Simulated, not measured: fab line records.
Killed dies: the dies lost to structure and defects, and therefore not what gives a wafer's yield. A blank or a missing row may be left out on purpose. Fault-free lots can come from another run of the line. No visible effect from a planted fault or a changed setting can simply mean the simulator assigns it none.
The tool behind it: which one? :: flow nand harc :: 12 lots, 36 wafers sampled, at 6 steps of a route of 1159

WHAT THE GAUGES SHOWED, per wafer
NHARC_END_SORT_01. Usual: killed at array 29, standard deviation 11; killed at other 0.6, standard deviation 0.92; killed at periphery 3.2, standard deviation 2; killed dies 33, standard deviation 11; killed open 3.2, standard deviation 2; killed short 1.9, standard deviation 1.5.
lot: L969
measured: day 23 13:26
on: prober-01
killed at array: 13 19 11
killed at other: 0 1 1
killed at periphery: 3 1 0
killed dies: 16 21 12
killed open: 5 7 4
killed short: 2 2 0
flag: 

WHAT TOOL EACH LOT RAN ON (gives the tool, then ch and the chambers of the sampled wafers, and finally the start)
lot: L955
NHARC_A_CONTACT_ETCH_138: har cap etch-03 ch 0,1, day 16 21:21
NHARC_A_CONTACT_ETCH_139: har cap etch-03 ch 0,1, day 16 21:29
NHARC_A_CONTACT_STRIP_26: rie diel-11 ch 1,2,3, day 17 00:37 or earlier
NHARC_A_CONTACT_CVD_19: cvd w-01 ch 0,1, day 17 00:37
NHARC_A_CONTACT_CMP_20: cmp-03 ch 0,3, day 17 01:30

lot: L958
NHARC_A_CONTACT_ETCH_138: har cap etch-03 ch 0,1, day 17 15:39
NHARC_A_CONTACT_ETCH_139: har cap etch-03 ch 0,1, day 17 15:47
NHARC_A_CONTACT_STRIP_26: rie diel-02 ch 1,2,3, day 17 17:31 or earlier
NHARC_A_CONTACT_CVD_19: cvd w-01 ch 0,1, day 17 17:31
NHARC_A_CONTACT_CMP_20: cmp-03 ch 0,1,2, day 17 18:34

lot: L960
NHARC_A_CONTACT_ETCH_138: har cap etch-02 ch 0,1, day 18 12:54
NHARC_A_CONTACT_ETCH_139: har cap etch-02 ch 0,1, day 18 13:02
NHARC_A_CONTACT_STRIP_26: rie diel-12 ch 1,2,3, day 18 15:10 or earlier
NHARC_A_CONTACT_CVD_19: cvd w-02 ch 0,1, day 18 15:10
NHARC_A_CONTACT_CMP_20: cmp-03 ch 0,1,3, day 18 16:04

lot: L963
NHARC_A_CONTACT_ETCH_138: har cap etch-03 ch 0,1, day 19 05:47
NHARC_A_CONTACT_ETCH_139: har cap etch-03 ch 0,1, day 19 05:56
NHARC_A_CONTACT_STRIP_26: rie diel-02 ch 2,3, day 19 10:35 or earlier
NHARC_A_CONTACT_CVD_19: cvd w-01 ch 0,1, day 19 10:35
NHARC_A_CONTACT_CMP_20: cmp-03 ch 0,1,3, day 19 11:16

lot: L966
NHARC_A_CONTACT_ETCH_138: har cap etch-01 ch 0,1, day 19 18:46
NHARC_A_CONTACT_ETCH_139: har cap etch-01 ch 0,1, day 19 18:53
NHARC_A_CONTACT_STRIP_26: rie diel-02 ch 0,1,3, day 19 22:35 or earlier
NHARC_A_CONTACT_CVD_19: cvd w-02 ch 0,1, day 19 22:35
NHARC_A_CONTACT_CMP_20: cmp-01 ch 0,1,2, day 19 23:28

lot: L967
NHARC_A_CONTACT_ETCH_138: har cap etch-03 ch 0,1, day 20 01:04
NHARC_A_CONTACT_ETCH_139: har cap etch-03 ch 0,1, day 20 01:11
NHARC_A_CONTACT_STRIP_26: rie diel-02 ch 1,2, day 20 03:02 or earlier
NHARC_A_CONTACT_CVD_19: cvd w-02 ch 0,1, day 20 03:02
NHARC_A_CONTACT_CMP_20: cmp-03 ch 0,1,3, day 20 05:05

lot: L969
NHARC_A_CONTACT_ETCH_138: har cap etch-02 ch 0,1, day 20 17:27
NHARC_A_CONTACT_ETCH_139: har cap etch-02 ch 0,1, day 20 17:35
NHARC_A_CONTACT_STRIP_26: rie diel-02 ch 2,3, day 20 22:01 or earlier
NHARC_A_CONTACT_CVD_19: cvd w-01 ch 0,1, day 20 22:01
NHARC_A_CONTACT_CMP_20: cmp-04 ch 2,3, day 21 01:00

lot: L971
NHARC_A_CONTACT_ETCH_138: har cap etch-02 ch 0,1, day 20 21:45
NHARC_A_CONTACT_ETCH_139: har cap etch-02 ch 0,1, day 20 21:55
NHARC_A_CONTACT_STRIP_26: rie diel-02 ch 0,2,3, day 21 00:11 or earlier
NHARC_A_CONTACT_CVD_19: cvd w-02 ch 0,1, day 21 00:11
NHARC_A_CONTACT_CMP_20: cmp-03 ch 1,2,3, day 21 01:06

lot: L972
NHARC_A_CONTACT_ETCH_138: har cap etch-03 ch 0,1, day 21 08:59
NHARC_A_CONTACT_ETCH_139: har cap etch-03 ch 0,1, day 21 09:10
NHARC_A_CONTACT_STRIP_26: rie diel-02 ch 0,1,3, day 21 11:11 or earlier
NHARC_A_CONTACT_CVD_19: cvd w-02 ch 0,1, day 21 11:11
NHARC_A_CONTACT_CMP_20: cmp-03 ch 1,2,3, day 21 11:47

lot: L975
NHARC_A_CONTACT_ETCH_138: har cap etch-02 ch 0,1, day 21 16:53
NHARC_A_CONTACT_ETCH_139: har cap etch-02 ch 0,1, day 21 17:01
NHARC_A_CONTACT_STRIP_26: rie diel-11 ch 0,1, day 21 23:06 or earlier
NHARC_A_CONTACT_CVD_19: cvd w-01 ch 0,1, day 21 23:06
NHARC_A_CONTACT_CMP_20: cmp-04 ch 0,2,3, day 22 00:00

lot: L973
NHARC_A_CONTACT_ETCH_138: har cap etch-01 ch 0,1, day 21 22:07
NHARC_A_CONTACT_ETCH_139: har cap etch-01 ch 0,1, day 21 22:14
NHARC_A_CONTACT_STRIP_26: rie diel-11 ch 0,2,3, day 22 04:07 or earlier
NHARC_A_CONTACT_CVD_19: cvd w-01 ch 0,1, day 22 04:07
NHARC_A_CONTACT_CMP_20: cmp-01 ch 1,2, day 22 05:02

lot: L977
NHARC_A_CONTACT_ETCH_138: har cap etch-01 ch 0,1, day 22 22:01
NHARC_A_CONTACT_ETCH_139: har cap etch-01 ch 0,1, day 22 22:09
NHARC_A_CONTACT_STRIP_26: rie diel-02 ch 1,2,3, day 23 00:24 or earlier
NHARC_A_CONTACT_CVD_19: cvd w-01 ch 0,1, day 23 00:24
NHARC_A_CONTACT_CMP_20: cmp-04 ch 1,2,3, day 23 01:20
- NHARC_A_CONTACT_ETCH_138: etches the open film in C4F8/O2/Ar, time 132 s, target depth 1289 nm.
- NHARC_A_CONTACT_ETCH_139: etches the open film in C4F8/O2/Ar, time 137 s, target depth 590 nm.
- NHARC_A_CONTACT_STRIP_26: strips in O2.
- NHARC_A_CONTACT_CVD_19: deposits W, target thk 300 nm, time 802 s.
- NHARC_A_CONTACT_CMP_20: polishes, t overpolish 30 s, target thk 300 nm.

WHAT THE TOOLS THEMSELVES READ (means of the sampled wafers that have a number; where no wafer has one, the mark that the record gives instead)
NHARC_A_CONTACT_STRIP_26. Usual: drypump motor current A 5.6 A, standard deviation 0.51; o2 flow sccm 499.7 sccm, standard deviation 1.6; oes product au 0.998 a.u., standard deviation 0.0075; rf vpp V 57.9 V, standard deviation 0.84; showerhead plenum p Torr 3.56 Torr, standard deviation 0.16; throttle valve pct 17.038 %, standard deviation 0.0095.
lot: L955
tool: rie diel-11
drypump motor current A (A): 5.7
o2 flow sccm (sccm): 499.1
oes product au (a.u.): 1.003
rf vpp V (V): 57.6
showerhead plenum p Torr (Torr): 3.58
throttle valve pct (%): 17.045
flag: 

lot: L958
tool: rie diel-02
drypump motor current A (A): 5.4
o2 flow sccm (sccm): 499.1
oes product au (a.u.): 0.994
rf vpp V (V): 57.9
showerhead plenum p Torr (Torr): 3.52
throttle valve pct (%): 17.039
flag: 

lot: L960
tool: rie diel-12
drypump motor current A (A): 5.5
o2 flow sccm (sccm): 501.7
oes product au (a.u.): 1.001
rf vpp V (V): 58.3
showerhead plenum p Torr (Torr): 3.49
throttle valve pct (%): 17.034
flag: 

lot: L963
tool: rie diel-02
drypump motor current A (A): 5.6
o2 flow sccm (sccm): 500.1
oes product au (a.u.): 0.994
rf vpp V (V): 58.0
showerhead plenum p Torr (Torr): 3.42
throttle valve pct (%): 17.040
flag: 

lot: L966
tool: rie diel-02
drypump motor current A (A): 5.7
o2 flow sccm (sccm): 500.8
oes product au (a.u.): 0.986
rf vpp V (V): 58.0
showerhead plenum p Torr (Torr): 3.65
throttle valve pct (%): 17.037
flag: 

lot: L967
tool: rie diel-02
drypump motor current A (A): 5.3
o2 flow sccm (sccm): 498.7
oes product au (a.u.): 0.986
rf vpp V (V): 57.1
showerhead plenum p Torr (Torr): 3.39
throttle valve pct (%): 17.033
flag: 

lot: L969
tool: rie diel-02
drypump motor current A (A): 5.6
o2 flow sccm (sccm): 498.4
oes product au (a.u.): 0.998
rf vpp V (V): 57.4
showerhead plenum p Torr (Torr): 3.42
throttle valve pct (%): 17.036
flag: 

lot: L971
tool: rie diel-02
drypump motor current A (A): 5.9
o2 flow sccm (sccm): 499.0
oes product au (a.u.): 1.005
rf vpp V (V): 58.4
showerhead plenum p Torr (Torr): 3.55
throttle valve pct (%): 17.047
flag: 

lot: L972
tool: rie diel-02
drypump motor current A (A): 5.7
o2 flow sccm (sccm): 500.0
oes product au (a.u.): 0.992
rf vpp V (V): 58.2
showerhead plenum p Torr (Torr): 3.65
throttle valve pct (%): 17.048
flag: 

lot: L975
tool: rie diel-11
drypump motor current A (A): 5.9
o2 flow sccm (sccm): 499.6
oes product au (a.u.): 0.999
rf vpp V (V): 57.1
showerhead plenum p Torr (Torr): 3.47
throttle valve pct (%): 17.036
flag: 

lot: L973
tool: rie diel-11
drypump motor current A (A): 5.3
o2 flow sccm (sccm): 500.8
oes product au (a.u.): 1.005
rf vpp V (V): 58.8
showerhead plenum p Torr (Torr): 3.71
throttle valve pct (%): 17.041
flag: 

lot: L977
tool: rie diel-02
drypump motor current A (A): 5.4
o2 flow sccm (sccm): 499.5
oes product au (a.u.): 0.999
rf vpp V (V): 57.8
showerhead plenum p Torr (Torr): 3.51
throttle valve pct (%): 17.035
flag: 

NHARC_A_CONTACT_CVD_19. Usual: heater power w 519 W, standard deviation 37; throttle valve pct 8.09 %, standard deviation 0.2.
lot: L955
tool: cvd w-01
heater power w (W): 541
throttle valve pct (%): 8.12
flag: 

lot: L958
tool: cvd w-01
heater power w (W): 541
throttle valve pct (%): 8.07
flag: 

lot: L960
tool: cvd w-02
heater power w (W): 478
throttle valve pct (%): 7.98
flag: 

lot: L963
tool: cvd w-01
heater power w (W): 529
throttle valve pct (%): 8.19
flag: 

lot: L966
tool: cvd w-02
heater power w (W): 473
throttle valve pct (%): 7.94
flag: 

lot: L967
tool: cvd w-02
heater power w (W): 501
throttle valve pct (%): 7.97
flag: 

lot: L969
tool: cvd w-01
heater power w (W): 534
throttle valve pct (%): 8.10
flag: 

lot: L971
tool: cvd w-02
heater power w (W): 489
throttle valve pct (%): 8.06
flag: 

lot: L972
tool: cvd w-02
heater power w (W): 500
throttle valve pct (%): 7.97
flag: 

lot: L975
tool: cvd w-01
heater power w (W): 550
throttle valve pct (%): 8.33
flag: 

lot: L973
tool: cvd w-01
heater power w (W): 552
throttle valve pct (%): 8.13
flag: 

lot: L977
tool: cvd w-01
heater power w (W): 556
throttle valve pct (%): 8.13
flag: 

NHARC_A_CONTACT_CMP_20. Usual: motor current A 12.1 A, standard deviation 1.2; overpolish run s 29.999 s, standard deviation 0.0093; time to endpoint s 59.7 s, standard deviation 2.3.
lot: L955
tool: cmp-03
motor current A (A): 11.4
overpolish run s (s): 29.999
time to endpoint s (s): 59.7
flag: 

lot: L958
tool: cmp-03
motor current A (A): 12.1
overpolish run s (s): 30.009
time to endpoint s (s): 62.6
flag: 

lot: L960
tool: cmp-03
motor current A (A): 11.8
overpolish run s (s): 30.000
time to endpoint s (s): 60.0
flag: 

lot: L963
tool: cmp-03
motor current A (A): 11.7
overpolish run s (s): 29.991
time to endpoint s (s): 61.4
flag: 

lot: L966
tool: cmp-01
motor current A (A): 11.2
overpolish run s (s): 29.999
time to endpoint s (s): 59.3
flag: 

lot: L967
tool: cmp-03
motor current A (A): 11.5
overpolish run s (s): 30.001
time to endpoint s (s): 119.3
flag: OFF

lot: L969
tool: cmp-04
motor current A (A): 12.0
overpolish run s (s): 30.008
time to endpoint s (s): 119.2
flag: OFF

lot: L971
tool: cmp-03
motor current A (A): 12.3
overpolish run s (s): 30.004
time to endpoint s (s): 62.0
flag: 

lot: L972
tool: cmp-03
motor current A (A): 12.4
overpolish run s (s): 29.991
time to endpoint s (s): 61.2
flag: 

lot: L975
tool: cmp-04
motor current A (A): 12.8
overpolish run s (s): 30.007
time to endpoint s (s): 58.2
flag: 

lot: L973
tool: cmp-01
motor current A (A): 11.0
overpolish run s (s): 30.001
time to endpoint s (s): 58.9
flag: 

lot: L977
tool: cmp-04
motor current A (A): 11.8
overpolish run s (s): 29.996
time to endpoint s (s): 53.6
flag: 

THE ANSWER, worked out from the rows above alone
Rule: lot off if the mean of its wafers having a number is beyond 3 standard deviations from the usual mean. Also off: a lot with no number at a reading for which 4 or more lots have one. Where the step has rows for the other lots, those lots are counted as sound. After the gauges, taken in route order, come the tools' own readings; for these a lot's mean is taken, as printed above. The first step at which some lot is off is used, and at that step the reading that is off furthest; a lot without a number counts as furthest.
Off: L967, L969 (NHARC_A_CONTACT_CMP_20, time to endpoint s).
If a tool, at that step or one of the process steps before it, ran each lot that is off and ran no sound lot following the first of them, it fits. NHARC_A_CONTACT_STRIP_26: start missing for some lots; hours and lot order therefore follow NHARC_A_CONTACT_CVD_19. Not one of the candidates tried fits.

WHAT WAS PUT IN BY THE SIMULATOR
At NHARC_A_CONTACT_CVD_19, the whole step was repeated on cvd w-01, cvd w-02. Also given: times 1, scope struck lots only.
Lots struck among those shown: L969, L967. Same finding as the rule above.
